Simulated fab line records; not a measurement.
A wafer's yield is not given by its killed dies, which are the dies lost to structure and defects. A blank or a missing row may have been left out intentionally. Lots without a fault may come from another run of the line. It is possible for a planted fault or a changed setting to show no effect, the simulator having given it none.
Chamber matching || flow n5-finfet || pecvd-02 running N5_BEOL_M1_DEP_57: 3 sister chambers
The step deposits SiCN from 3MS/NH3, target thk 8 nm, time 14 s. 6 wafers are shown with their chamber, then 7 later ones without.

WAFERS PAIRED WITH THEIR CHAMBERS
{"wafer": "L079.5", "chamber": 0, "throttle-valve-pct (%)": 9.0, "showerhead-plenum-p-Torr (Torr)": 3.666}
{"wafer": "L080.6", "chamber": 0, "throttle-valve-pct (%)": 8.8, "showerhead-plenum-p-Torr (Torr)": 3.656}
{"wafer": "L081.2", "chamber": 2, "throttle-valve-pct (%)": 8.2, "showerhead-plenum-p-Torr (Torr)": 3.667}
{"wafer": "L081.4", "chamber": 1, "throttle-valve-pct (%)": 9.4, "showerhead-plenum-p-Torr (Torr)": 3.658}
{"wafer": "L085.3", "chamber": 2, "throttle-valve-pct (%)": 8.2, "showerhead-plenum-p-Torr (Torr)": 3.670}
{"wafer": "L085.5", "chamber": 1, "throttle-valve-pct (%)": 9.4, "showerhead-plenum-p-Torr (Torr)": 3.663}

WAFERS MISSING THEIR CHAMBER
{"wafer": "L085.6", "throttle-valve-pct (%)": 8.4, "showerhead-plenum-p-Torr (Torr)": 3.660}
{"wafer": "L088.1", "throttle-valve-pct (%)": 9.7, "showerhead-plenum-p-Torr (Torr)": 3.661}
{"wafer": "L088.5", "throttle-valve-pct (%)": 8.4, "showerhead-plenum-p-Torr (Torr)": 3.674}
{"wafer": "L088.6", "throttle-valve-pct (%)": 10.0, "showerhead-plenum-p-Torr (Torr)": 3.666}
{"wafer": "L091.1", "throttle-valve-pct (%)": 8.8, "showerhead-plenum-p-Torr (Torr)": 3.656}
{"wafer": "L091.4", "throttle-valve-pct (%)": 9.6, "showerhead-plenum-p-Torr (Torr)": 3.669}
{"wafer": "L091.5", "throttle-valve-pct (%)": 8.6, "showerhead-plenum-p-Torr (Torr)": 3.660}

THE CHAMBER EACH PASSED THROUGH
{"wafer": "L085.6", "from the rows above": 2, "in truth": 2}
{"wafer": "L088.1", "from the rows above": 1, "in truth": 1}
{"wafer": "L088.5", "from the rows above": 2, "in truth": 2}
{"wafer": "L088.6", "from the rows above": 1, "in truth": 1}
{"wafer": "L091.1", "from the rows above": 0, "in truth": 0}
{"wafer": "L091.4", "from the rows above": 1, "in truth": 1}
{"wafer": "L091.5", "from the rows above": "can't be placed: 0 or 2", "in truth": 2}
Correctly placed: 6 of 7. Unplaceable from these rows: 1, with the true chamber sitting among the candidates in 1. Number placed wrongly: 0.
How it was worked out, from the rows above alone: a wafer's distance from a chamber is the root of the sum, over the readings, of the square of ((its reading less the chamber's mean) divided by the reading's scatter). If the next closest chamber is less than 2 further off than the closest, the wafer can't be placed; otherwise it belongs to the closest. A chamber's mean is the mean of its shown wafers. The scatter: the root of (the sum of the squares of (reading less its chamber's mean) over the shown wafers, divided by (wafers less chambers)).
